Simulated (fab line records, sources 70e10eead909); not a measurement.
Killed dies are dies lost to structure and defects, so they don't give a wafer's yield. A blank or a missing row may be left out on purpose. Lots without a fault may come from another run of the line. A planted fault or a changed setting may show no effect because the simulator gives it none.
Chamber matching | flow nand_harc | NHARC_A_STAIRCASE_DESCUM_219 on rie_diel-13: 4 sister chambers
The step chemistry O2, time 3 s. 15 wafers are shown with their chamber, then 7 later ones without.

WAFERS WITH THEIR CHAMBER
wafer  | chamber | showerhead_plenum_p_Torr (Torr) | oes_product_au (a.u.) | throttle_valve_pct (%)
L778.3 | 2       | 2.06                            | 1.001                 | 11.304
L778.4 | 0       | 1.81                            | 0.995                 | 11.309
L778.5 | 3       | 1.79                            | 0.990                 | 11.314
L783.2 | 2       | 2.05                            | 1.011                 | 11.316
L783.3 | 1       | 2.03                            | 1.024                 | 11.311
L783.5 | 1       | 2.03                            | 1.013                 | 11.315
L785.1 | 2       | 2.05                            | 1.000                 | 11.303
L785.2 | 3       | 1.79                            | 0.997                 | 11.319
L785.4 | 1       | 2.03                            | 1.007                 | 11.322
L784.2 | 0       | 1.80                            | 1.011                 | 11.307
L784.3 | 2       | 2.05                            | 1.011                 | 11.319
L784.4 | 1       | 2.03                            | 1.015                 | 11.308
L789.1 | 0       | 1.80                            | 0.994                 | 11.309
L789.2 | 1       | 2.03                            | 1.019                 | 11.309
L789.5 | 0       | 1.80                            | 0.987                 | 11.310

SIGNATURES (means of the wafers above)
reading                  | chamber 0 | chamber 1 | chamber 2 | chamber 3 | scatter within a chamber
showerhead_plenum_p_Torr | 1.8025    | 2.0300    | 2.0525    | 1.7900    | 0.00369
oes_product_au           | 0.99675   | 1.01560   | 1.00575   | 0.99350   | 0.00743
throttle_valve_pct       | 11.30875  | 11.31300  | 11.31050  | 11.31650  | 0.00563
Rule: a wafer's distance from a chamber is the root of the sum, over the readings, of the square of ((its reading less the chamber's mean) divided by the reading's scatter). The wafer belongs to the nearest chamber; if the next one is less than 2 further off, it can't be placed. The scatter: the root of (the sum of the squares of (reading less its chamber's mean) over the shown wafers, divided by (wafers less chambers)).

WAFERS WITHOUT THEIR CHAMBER
wafer  | showerhead_plenum_p_Torr (Torr) | oes_product_au (a.u.) | throttle_valve_pct (%)
L790.2 | 2.04                            | 1.000                 | 11.316
L790.3 | 1.79                            | 0.990                 | 11.319
L790.5 | 1.78                            | 1.017                 | 11.315
L795.3 | 2.04                            | 0.999                 | 11.308
L795.5 | 1.78                            | 1.000                 | 11.304
L796.3 | 1.77                            | 0.996                 | 11.301
L796.6 | 2.04                            | 1.003                 | 11.312

WHICH CHAMBER EACH WENT THROUGH
wafer  | from the rows above     | in truth
L790.2 | can't be placed: 1 or 2 | 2
L790.3 | 3                       | 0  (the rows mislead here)
L790.5 | 3                       | 3
L795.3 | can't be placed: 2 or 1 | 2
L795.5 | 3                       | 3
L796.3 | 3                       | 3
L796.6 | can't be placed: 1 or 2 | 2
Placed correctly: 3 of 7. Can't be placed from these rows: 3 (the true chamber is among the candidates in 3). Placed wrongly: 1.
